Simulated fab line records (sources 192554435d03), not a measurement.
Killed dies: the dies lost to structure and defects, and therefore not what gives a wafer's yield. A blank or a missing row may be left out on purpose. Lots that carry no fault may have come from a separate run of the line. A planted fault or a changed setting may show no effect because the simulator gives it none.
Comparing a struck lot with a sound one | flow n5Finfet | 15 steps out of a route of 1938
Sound: wafers L225.1, L225.4, L225.6. The struck wafers were L233.1, L233.3, L233.6. At the end, the cause is stated.
Order at every step that has rows: each side's tool, ch and its chambers, its first start. Under that, the readings that differ: sound wafers | struck wafers | difference of the means | sigmas: that difference in standard deviations of wafers without a fault.
alike: same words and numbers on both sides, and readings whose means sit less than 2 such deviations apart. not compared: any withheld reading, any reading some wafer has no value for, any bound like >300 that may hide the same value, and any number with overlapping values for which the record gives no deviation.
Wherever a step has rows on one side only, a row that says differs or no value, or a row with sigmas, the two part there. Numbers that don't overlap but have no deviation are shown without sigmas and don't part them. A reading missing from all wafers of one side parts the sides only when that side holds two or more wafers.

N5_HKMG_FIN_ETCHBACK_68: etches the open film in Cl2/Ar, stops on HfO2, target depth 0.5 nm.
  sound on rieMetal-03 ch 0, day 5 23:49; struck on rieMetal-03 ch 0,1, day 8 02:14
  alike: drypumpMotorCurrentA, oesProductAu, throttleValvePct
  not compared: rfHoursCounterH
then, 3 steps without rows for these wafers: N5_HKMG_FIN_STRIP_69 (strips in N2/H2, time 360 s); N5_HKMG_FIN_ALD_21 (deposits TiN, target thk 1.5 nm, pulse time 1 s, purge time 3 s); N5_HKMG_FIN_ALD_72 (deposits W, target thk 2 nm, pulse time 1 s, purge time 2 s).
N5_HKMG_FIN_W_FILL_22: material W, target thk 60 nm, time 18.2 s.
  sound on cvdW-01 ch 0, day 6 00:46; struck on cvdW-01 ch 0, day 8 03:11
  alike: heaterPowerOuterW, heaterPowerW, throttleValvePct
then, 2 steps without rows for these wafers: N5_HKMG_FIN_PRECLEAN_83 (cleans in DIW, time 57.5 s); N5_HKMG_FIN_SRD_84 (dry time 32 s).
N5_HKMG_FIN_CMP_23: polishes, stops on SiNx, t overpolish 10 s, target thk 46.326 nm.
  sound on cmp-02 ch 0,2, day 6 01:10; struck on cmp-03 ch 0,1,2, day 8 03:32
  alike: motorCurrentA, overpolishRunS, timeToEndpointS
N5_HKMG_FIN_CMP_94: polishes, stops on SiNx, t overpolish 4.7 s, target thk 43.299 nm.
  sound on cmp-02 ch 0,2, day 6 01:36; struck on cmp-03 ch 0,1,2, day 8 03:58
reading           | sound       | struck         | difference | sigmas
motorCurrentA (A) | 9.6 9.3 9.4 | 12.5 12.8 10.9 | +2.6       | +2
N5_HKMG_FIN_INSPECT_28: inspects for defects (darkfield).
  sound: defectInspect-01 at day 6 01:48; struck: defectInspect-02 at day 8 04:10
  alike: rawDefectCount
N5_GATE_CUT_ETCHBACK_00: etches W in SF6/Cl2.
  sound on rieMetal-01 ch 0,1, day 6 01:50; struck on rieMetal-01 ch 0,1, day 8 04:22
reading             | sound          | struck         | difference | sigmas
oesProductAu (a.u.) | 0.59 0.81 0.59 | 0.81 0.93 0.94 | +0.23      | +2
  alike: drypumpMotorCurrentA, throttleValvePct
  not compared: rfHoursCounterH
N5_GATE_CUT_ETCH_56: etches TiN in Cl2/Ar, target depth 21.6 nm.
  sound on rieMetal-01 ch 0,1, day 6 01:58; struck on rieMetal-01 ch 0,1, day 8 04:29
reading   | sound             | struck            | difference | sigmas
biasW (W) | 60.13 59.79 60.17 | 48.87 48.80 48.70 | -11.24     | -62
  alike: drypumpMotorCurrentA, oesProductAu, throttleValvePct
  not compared: rfHoursCounterH, model.etch.depthNm
then, 1 step without rows for these wafers: N5_GATE_CUT_ETCHBACK_30 (etches TiN in Cl2/Ar, target depth 3 nm).
-- the record jumps here: 10 days lie between the struck wafers' starts before and after (it left off in module GATE_CUT and takes up again in module BEOL_M4, whose first step shown is number 1111 of the route) --
N5_BEOL_M4_RC_MEAS_101:
  sound on prober-01 ch 0, day 17 03:32; struck on prober-01 ch 0, day 18 06:20
reading       | sound          | struck         | difference | sigmas
SS_P (mV/dec) | 73.0 72.3 72.0 | 73.7 73.9 74.8 | +1.7       | +3
VT_N (mV)     | 256 255 251    | 247 249 245    | -7         | -2
  alike: DIBL_N, DIBL_P, IOFF_N, IOFF_P, ION_N, ION_P, SS_N, VT_P
N5_PASSIVATION_PROBE_49:
  rows exist in the record for the sound wafers here (prober-02, day 22 03:15), none for the struck ones

== WHERE THEY PART ==
At N5_HKMG_FIN_CMP_94 first; at N5_PASSIVATION_PROBE_49 last (within this record only).

WHY: the cause the simulator had injected
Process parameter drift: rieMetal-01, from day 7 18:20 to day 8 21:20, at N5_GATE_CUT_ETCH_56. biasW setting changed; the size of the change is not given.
